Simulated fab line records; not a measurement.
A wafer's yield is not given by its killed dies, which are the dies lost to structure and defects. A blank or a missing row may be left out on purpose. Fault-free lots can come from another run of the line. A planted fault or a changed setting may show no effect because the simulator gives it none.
Chamber matching :: flow n5 finfet :: 4 sister chambers for N5_BEOL_M9_ALD_74 on ald metal-01
The step deposits TaN, target thk 2 nm, pulse time 2 s, purge time 3 s. 20 wafers are shown with their chamber, then 10 later ones without.

== WAFERS PAIRED WITH THEIR CHAMBERS ==
wafer: L074.1
chamber: 3
heater power w (W): 478
precursor vessel carrier sccm (sccm): 997.0
precursor vessel temp c (C): 74.92

wafer: L074.2
chamber: 0
heater power w (W): 408
precursor vessel carrier sccm (sccm): 1000.1
precursor vessel temp c (C): 75.05

wafer: L074.3
chamber: 1
heater power w (W): 519
precursor vessel carrier sccm (sccm): 1006.1
precursor vessel temp c (C): 74.93

wafer: L077.1
chamber: 1
heater power w (W): 525
precursor vessel carrier sccm (sccm): 1000.4
precursor vessel temp c (C): 75.11

wafer: L077.5
chamber: 1
heater power w (W): 522
precursor vessel carrier sccm (sccm): 1001.5
precursor vessel temp c (C): 75.13

wafer: L077.6
chamber: 2
heater power w (W): 478
precursor vessel carrier sccm (sccm): 1003.2
precursor vessel temp c (C): 74.93

wafer: L076.1
chamber: 1
heater power w (W): 527
precursor vessel carrier sccm (sccm): 1002.6
precursor vessel temp c (C): 74.98

wafer: L076.3
chamber: 0
heater power w (W): 400
precursor vessel carrier sccm (sccm): 1001.3
precursor vessel temp c (C): 75.02

wafer: L076.4
chamber: 3
heater power w (W): 472
precursor vessel carrier sccm (sccm): 998.7
precursor vessel temp c (C): 74.98

wafer: L080.1
chamber: 0
heater power w (W): 405
precursor vessel carrier sccm (sccm): 1006.7
precursor vessel temp c (C): 75.21

wafer: L080.3
chamber: 2
heater power w (W): 467
precursor vessel carrier sccm (sccm): 998.0
precursor vessel temp c (C): 75.15

wafer: L080.5
chamber: 0
heater power w (W): 403
precursor vessel carrier sccm (sccm): 1001.8
precursor vessel temp c (C): 75.01

wafer: L081.1
chamber: 1
heater power w (W): 532
precursor vessel carrier sccm (sccm): 999.0
precursor vessel temp c (C): 75.16

wafer: L081.4
chamber: 2
heater power w (W): 475
precursor vessel carrier sccm (sccm): 995.5
precursor vessel temp c (C): 74.89

wafer: L081.6
chamber: 2
heater power w (W): 478
precursor vessel carrier sccm (sccm): 1000.6
precursor vessel temp c (C): 74.90

wafer: L082.1
chamber: 3
heater power w (W): 493
precursor vessel carrier sccm (sccm): 995.0
precursor vessel temp c (C): 74.99

wafer: L082.4
chamber: 2
heater power w (W): 483
precursor vessel carrier sccm (sccm): 1002.3
precursor vessel temp c (C): 75.02

wafer: L082.5
chamber: 0
heater power w (W): 420
precursor vessel carrier sccm (sccm): 1001.3
precursor vessel temp c (C): 75.14

wafer: L084.1
chamber: 0
heater power w (W): 407
precursor vessel carrier sccm (sccm): 999.4
precursor vessel temp c (C): 75.08

wafer: L084.4
chamber: 3
heater power w (W): 481
precursor vessel carrier sccm (sccm): 998.5
precursor vessel temp c (C): 75.07

SIGNATURES (means of the wafers above)
reading: heater power w
chamber 0: 407.17
chamber 1: 525.00
chamber 2: 476.20
chamber 3: 481.00
scatter within a chamber: 6.66

reading: precursor vessel carrier sccm
chamber 0: 1001.767
chamber 1: 1001.920
chamber 2: 999.920
chamber 3: 997.300
scatter within a chamber: 2.63

reading: precursor vessel temp c
chamber 0: 75.0850
chamber 1: 75.0620
chamber 2: 74.9780
chamber 3: 74.9900
scatter within a chamber: 0.0899
Rule: a wafer lies at a distance from a chamber equal to the root of the sum of squares, over the readings, of (its reading less the chamber's mean, divided by the reading's scatter). The wafer belongs to the nearest chamber; if the next one is less than 2 further off, it can't be placed. The scatter: take each reading less its chamber's mean, square it, sum over the shown wafers, divide by the number of wafers less the number of chambers, and take the root.

== WAFERS MISSING THEIR CHAMBER ==
wafer: L084.5
heater power w (W): 408
precursor vessel carrier sccm (sccm): 1000.7
precursor vessel temp c (C): 75.01

wafer: L087.3
heater power w (W): 414
precursor vessel carrier sccm (sccm): 997.4
precursor vessel temp c (C): 74.81

wafer: L087.4
heater power w (W): 528
precursor vessel carrier sccm (sccm): 996.7
precursor vessel temp c (C): 74.80

wafer: L087.6
heater power w (W): 405
precursor vessel carrier sccm (sccm): 992.8
precursor vessel temp c (C): 75.07

wafer: L092.1
heater power w (W): 534
precursor vessel carrier sccm (sccm): 1002.4
precursor vessel temp c (C): 74.86

wafer: L092.2
heater power w (W): 486
precursor vessel carrier sccm (sccm): 1002.6
precursor vessel temp c (C): 74.91

wafer: L092.3
heater power w (W): 486
precursor vessel carrier sccm (sccm): 999.9
precursor vessel temp c (C): 75.07

wafer: L097.1
heater power w (W): 453
precursor vessel carrier sccm (sccm): 1008.1
precursor vessel temp c (C): 74.86

wafer: L097.4
heater power w (W): 448
precursor vessel carrier sccm (sccm): 1000.1
precursor vessel temp c (C): 75.02

wafer: L097.6
heater power w (W): 462
precursor vessel carrier sccm (sccm): 1002.9
precursor vessel temp c (C): 74.85

== WHICH CHAMBER EACH ONE RAN IN ==
wafer: L084.5
from the rows above: 0
in truth: 0

wafer: L087.3
from the rows above: 0
in truth: 0

wafer: L087.4
from the rows above: 1
in truth: 1

wafer: L087.6
from the rows above: 0
in truth: 0

wafer: L092.1
from the rows above: 1
in truth: 1

wafer: L092.2
from the rows above: can't be placed: 2 or 3
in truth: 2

wafer: L092.3
from the rows above: can't be placed: 3 or 2
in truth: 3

wafer: L097.1
from the rows above: can't be placed: 2 or 3
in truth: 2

wafer: L097.4
from the rows above: can't be placed: 2 or 3 or 0
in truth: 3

wafer: L097.6
from the rows above: can't be placed: 2 or 3
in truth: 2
Placed correctly: 5 of 10. Cannot be placed on the basis of these rows: 5; the candidates contain the true chamber in 5. 0 placed wrongly.
